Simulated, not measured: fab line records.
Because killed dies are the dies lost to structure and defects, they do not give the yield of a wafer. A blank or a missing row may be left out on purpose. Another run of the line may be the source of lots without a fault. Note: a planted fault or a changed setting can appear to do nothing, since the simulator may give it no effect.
Which of the tools did it? / flow n5-finfet / 30 wafers from 10 lots sampled at 2 of the route's 1938 steps

== WHAT THE GAUGES READ, wafer by wafer ==
N5_BEOL_M8_CD_MEAS_11 targets a cd of 38.5 nm. Usual: 38.4 nm for cd-nm, sd 0.48.
lot=L421; measured=day 8 20:23; on=cd-sem-02; cd-nm (nm)=37.4 37.9 37.8; flag=
lot=L422; measured=day 9 09:08; on=cd-sem-01; cd-nm (nm)=38.5 38.8 39.1; flag=
lot=L425; measured=day 9 16:17; on=cd-sem-02; cd-nm (nm)=38.3 37.8 38.1; flag=
lot=L423; measured=day 9 22:21; on=cd-sem-01; cd-nm (nm)=37.9 37.4 38.3; flag=
lot=L426; measured=day 10 02:14; on=cd-sem-02; cd-nm (nm)=38.9 39.5 39.2; flag=
lot=L430; measured=day 10 21:01; on=cd-sem-01; cd-nm (nm)=38.8 38.6 37.7; flag=
lot=L431; measured=day 11 07:13; on=cd-sem-01; cd-nm (nm)=38.6 37.7 37.1; flag=
lot=L437; measured=day 13 05:57; on=cd-sem-01; cd-nm (nm)=38.2 39.3 38.5; flag=
lot=L439; measured=day 13 21:16; on=cd-sem-01; cd-nm (nm)=39.2 38.6 38.7; flag=
lot=L444; measured=day 15 07:43; on=cd-sem-03; cd-nm (nm)=38.0 38.2 38.1; flag=

N5_BEOL_M8_INSPECT_30: inspects for defects (brightfield). Usual: 379 for raw-defect-count, sd 89.
lot=L421; measured=day 8 23:41; on=defect-inspect-01; raw-defect-count=375 215 294; flag=
lot=L422; measured=day 9 10:50; on=defect-inspect-02; raw-defect-count=613 632 544; flag=
lot=L425; measured=day 9 18:02; on=defect-inspect-02; raw-defect-count=417 351 463; flag=
lot=L423; measured=day 10 00:46; on=defect-inspect-02; raw-defect-count=435 536 468; flag=
lot=L426; measured=day 10 04:07; on=defect-inspect-01; raw-defect-count=266 504 432; flag=
lot=L430; measured=day 10 23:11; on=defect-inspect-01; raw-defect-count=247 290 350; flag=
lot=L431; measured=day 11 09:50; on=defect-inspect-01; raw-defect-count=257 299 216; flag=
lot=L437; measured=day 13 11:32; on=defect-inspect-02; raw-defect-count=535 407 372; flag=
lot=L439; measured=day 14 02:38; on=defect-inspect-01; raw-defect-count=433 373 364; flag=
lot=L444; measured=day 15 08:57; on=defect-inspect-01; raw-defect-count=349 356 259; flag=

== TOOL THAT RAN EACH LOT (tool first, then ch and the chambers of the sampled wafers, then the start) ==
The record shows no process step preceding these readings.

== WHAT THE TOOLS THEMSELVES READ (means of the sampled wafers that have a number; where no wafer has one, the mark that the record gives instead) ==
The record holds no such reading with a usual standard deviation.

== THE ANSWER, worked out from the rows above alone ==
Rule: take the mean of a lot's wafers that have a number; if it is more than 3 standard deviations from the usual mean, the lot is off. Also off: a lot with no number at a reading for which 4 or more lots have one. Where the step has rows for the other lots, those lots are counted as sound. The gauges are gone through in route order, then the tools' own readings, and for those a lot's mean is taken as printed above. At the first step where some lot is off, the reading lying furthest off is the one used; lots without a number count as furthest.
No lot is off on any of the readings shown, so nothing can be concluded from this.

== WHAT THE SIMULATOR HAD INSERTED ==
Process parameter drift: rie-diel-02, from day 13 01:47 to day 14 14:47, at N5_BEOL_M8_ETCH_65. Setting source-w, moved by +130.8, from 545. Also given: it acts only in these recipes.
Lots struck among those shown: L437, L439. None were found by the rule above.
